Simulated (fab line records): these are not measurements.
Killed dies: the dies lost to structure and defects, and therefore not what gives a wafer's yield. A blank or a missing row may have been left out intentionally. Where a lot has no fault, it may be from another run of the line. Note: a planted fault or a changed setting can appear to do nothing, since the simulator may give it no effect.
Struck lot and sound lot, side by side | flow nandHarc | 42 out of 1302 route steps
Sound: wafers L671.1, L671.3, L671.5. Struck: wafers L679.2, L679.3. The cause is given at the end.
Per side, at each step with rows, come the tool, then ch with its chambers, and then its first start. Under that, the readings that differ: sound wafers | struck wafers | difference of the means | sigmas: that difference in standard deviations of wafers without a fault.
alike: same words and numbers on both sides, and readings whose means sit less than 2 such deviations apart. not compared: any withheld reading, any reading some wafer has no value for, any bound like >300 that may hide the same value, and any number with overlapping values for which the record gives no deviation.
Wherever a step has rows on one side only, a row that says differs or no value, or a row with sigmas, the two part there. Numbers that don't overlap but have no deviation are shown without sigmas and don't part them. A reading missing from all wafers of one side parts the sides only when that side holds two or more wafers.

first, 1 step without rows for these wafers: NHARC_P_STI_HARDBAKE_13 (time 65 s).
NHARC_P_STI_DESCUM_14: chemistry O2, time 3 s.
  sound on rieDiel-11 ch 0,3, day 4 16:23; struck on rieDiel-06 ch 0,1, day 7 18:28
  alike: drypumpMotorCurrentA, oesProductAu, rfVppV, showerheadPlenumPTorr, throttleValvePct
  not compared: rfHoursCounterH
NHARC_P_STI_ETCH_42: etches the open film in N2/H2, target depth 80 nm, overetch 24 nm, time 61 s.
  sound on rieDiel-11 ch 1,2,3, day 4 16:29; struck on rieDiel-06 ch 0,2, day 7 18:34
  alike: drypumpMotorCurrentA, oesProductAu, rfVppV, showerheadPlenumPTorr, throttleValvePct
  not compared: rfHoursCounterH
NHARC_P_STI_ETCH_31: etches the open film in CF4/CHF3, target depth 108.9 nm, time 54.5 s.
  sound: rieDiel-11 ch 0,2; struck: rieDiel-06 ch 0,2
  alike: drypumpMotorCurrentA, oesProductAu, rfVppV, showerheadPlenumPTorr, throttleValvePct
  not compared: rfHoursCounterH
then, 1 step without rows for these wafers: NHARC_P_STI_ETCH_15 (etches the open film in HBr/Cl2, target depth 300 nm, time 100.1 s).
NHARC_P_STI_CD_MEAS_16:
  sound on cdSem-03, day 4 16:50; struck on cdSem-03, day 7 18:55
  alike: cdNm
NHARC_P_STI_OCD_MEAS_17:
  sound on ocd-02, day 4 16:55; struck on ocd-01, day 7 19:00
  alike: trenchDepthNm, trenchFootCdNm
then, 3 steps without rows for these wafers: NHARC_P_STI_STRIP_19 (strips in SPM, time 900 s); NHARC_P_STI_PRECLEAN_32 (cleans in SC1); NHARC_P_STI_SRD_23.
NHARC_P_STI_OCD_MEAS_43:
  sound on ocd-01, day 4 17:26; struck on ocd-02, day 7 19:30
  alike: trenchDepthNm, trenchFootCdNm
then, 1 step without rows for these wafers: NHARC_P_STI_OXIDE_33 (material SiO2, target thk 10 nm, ox time 281 s).
NHARC_P_STI_HDPCVD_20: deposits SiO2.
  sound on hdpcvd-01 ch 0,1, day 5 01:11; struck on hdpcvd-01 ch 0, day 8 04:26
then, 1 step without rows for these wafers: NHARC_P_STI_ANNEAL_34 (time 1800 s).
NHARC_P_STI_CMP_21: polishes, t overpolish 20 s, target thk 380.67 nm.
  sound on cmp-01 ch 0,2,3, day 5 11:20; struck on cmp-02 ch 1,2, day 8 12:58
  alike: motorCurrentA, overpolishRunS, retainingRingPressureFrac
then, 19 steps without rows for these wafers: NHARC_P_STI_SRD_35; NHARC_P_STI_ETCH_36 (etches SiO2 in dHF, target depth 38.8 nm); NHARC_P_STI_STRIP_24 (strips Si3N4 in H3PO4); NHARC_P_STI_ETCH_37 (etches SiO2 in dHF, target depth 11 nm); NHARC_P_STI_PRECLEAN_38 (cleans in SC1); NHARC_P_STI_SRD_39; NHARC_P_STI_OXIDE_40 (material SiO2, target thk 10 nm, ox time 1362 s); NHARC_P_GATE_ETCH_69 (etches SiO2 in dHF, target depth 14 nm); NHARC_P_GATE_PRECLEAN_70 (cleans in SC1); NHARC_P_GATE_SRD_01; NHARC_P_GATE_OXIDE_02 (material SiO2, target thk 37.5 nm, ox time 365 s); NHARC_P_GATE_DEHYDRATE_03 (time 120 s); NHARC_P_GATE_HMDS_04 (time 30 s); NHARC_P_GATE_COAT_05; NHARC_P_GATE_SOFTBAKE_06 (time 95 s); NHARC_P_GATE_EBR_07; NHARC_P_GATE_EXPOSE_08 (exposes mask P HV); NHARC_P_GATE_PEB_09 (peb time 85 s); NHARC_P_GATE_DEVELOP_10 (time 70 s).
NHARC_P_GATE_CD_MEAS_11: the cd target is 1640 nm.
  sound on cdSem-02 ch 0, day 6 07:19; struck on cdSem-02 ch 0, day 9 08:23
  alike: cdNm
then, 1 step without rows for these wafers: NHARC_P_GATE_HARDBAKE_12 (time 80 s).
NHARC_P_GATE_DESCUM_13: chemistry O2, time 3 s.
  sound on rieDiel-08 ch 1,3, day 6 07:29; struck on rieDiel-01 ch 0,2, day 9 08:34
  alike: drypumpMotorCurrentA, oesProductAu, rfVppV, showerheadPlenumPTorr, throttleValvePct
  not compared: rfHoursCounterH
then, 3 steps without rows for these wafers: NHARC_P_GATE_ETCH_14 (etches SiO2 in dHF, target depth 48.8 nm); NHARC_P_GATE_STRIP_15 (strips in SPM, time 780 s); NHARC_P_GATE_PRECLEAN_71 (cleans in SC1).
NHARC_P_GATE_DESCUM_31: chemistry O2, time 3 s.
  sound on rieDiel-02 ch 1,3, day 7 02:41; struck on rieDiel-08 ch 2,3, day 10 01:49
reading                      | sound          | struck                                          | difference                   | sigmas
hold                         | - - -          | awaitDispo/3.0h/release awaitDispo/3.0h/release | no value on the sound wafers | 
showerheadPlenumPTorr (Torr) | 1.80 1.78 1.80 | 2.04 1.94                                       | +0.20                        | +3
  alike: drypumpMotorCurrentA, oesProductAu, rfVppV, throttleValvePct
  not compared: rfHoursCounterH
-- the record jumps here: 19 days lie between the struck wafers' starts before and after (it left off in module P_GATE and takes up again in module END, whose first step shown is number 1302 of the route) --
NHARC_END_SORT_01:
  the record has rows for the struck wafers here (prober-02 ch 0, day 29 00:02) and none for the sound ones

## WHERE THEY PART
Earliest at NHARC_P_GATE_DESCUM_31; latest, in this record, at NHARC_END_SORT_01.

WHY: whatever the simulator had introduced
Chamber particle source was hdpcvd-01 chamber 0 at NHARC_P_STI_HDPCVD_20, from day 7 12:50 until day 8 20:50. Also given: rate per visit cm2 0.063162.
